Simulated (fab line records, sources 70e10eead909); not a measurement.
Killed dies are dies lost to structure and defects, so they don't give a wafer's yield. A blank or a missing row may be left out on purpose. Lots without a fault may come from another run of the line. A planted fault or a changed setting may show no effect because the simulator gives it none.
Chamber matching | flow nand_harc | NHARC_THIN_TSV_DESCUM_14 on rie_diel-02: 4 sister chambers
The step chemistry O2, time 3 s. 8 wafers are shown with their chamber, then 11 later ones without.

WAFERS WITH THEIR CHAMBER
wafer  | chamber | drypump_motor_current_A (A) | oes_product_au (a.u.)
L082.3 | 2       | 5.4                         | 1.001
L082.6 | 2       | 5.3                         | 1.002
L088.2 | 1       | 5.7                         | 1.005
L088.6 | 0       | 5.9                         | 1.001
L086.1 | 0       | 5.9                         | 1.011
L086.4 | 3       | 4.8                         | 1.003
L086.6 | 1       | 5.7                         | 1.002
L089.1 | 3       | 4.7                         | 1.004

WAFERS WITHOUT THEIR CHAMBER
wafer  | drypump_motor_current_A (A) | oes_product_au (a.u.)
L089.2 | 5.3                         | 0.998
L089.4 | 5.7                         | 0.999
L090.1 | 5.4                         | 1.002
L090.2 | 5.9                         | 1.008
L090.6 | 4.7                         | 1.004
L094.1 | 5.9                         | 1.008
L094.2 | 5.7                         | 0.994
L094.6 | 5.9                         | 1.003
L097.3 | 4.7                         | 1.012
L097.4 | 5.7                         | 1.012
L097.6 | 5.9                         | 1.006

WHICH CHAMBER EACH WENT THROUGH
wafer  | from the rows above | in truth
L089.2 | 2                   | 2
L089.4 | 1                   | 1
L090.1 | 2                   | 2
L090.2 | 0                   | 0
L090.6 | 3                   | 3
L094.1 | 0                   | 0
L094.2 | 1                   | 1
L094.6 | 0                   | 0
L097.3 | 3                   | 3
L097.4 | 1                   | 1
L097.6 | 0                   | 0
Placed correctly: 11 of 11. Can't be placed from these rows: 0. Placed wrongly: 0.
How it was worked out, from the rows above alone: a wafer's distance from a chamber is the root of the sum, over the readings, of the square of ((its reading less the chamber's mean) divided by the reading's scatter). The wafer belongs to the nearest chamber; if the next one is less than 2 further off, it can't be placed. A chamber's mean is the mean of its shown wafers. The scatter: the root of (the sum of the squares of (reading less its chamber's mean) over the shown wafers, divided by (wafers less chambers)).
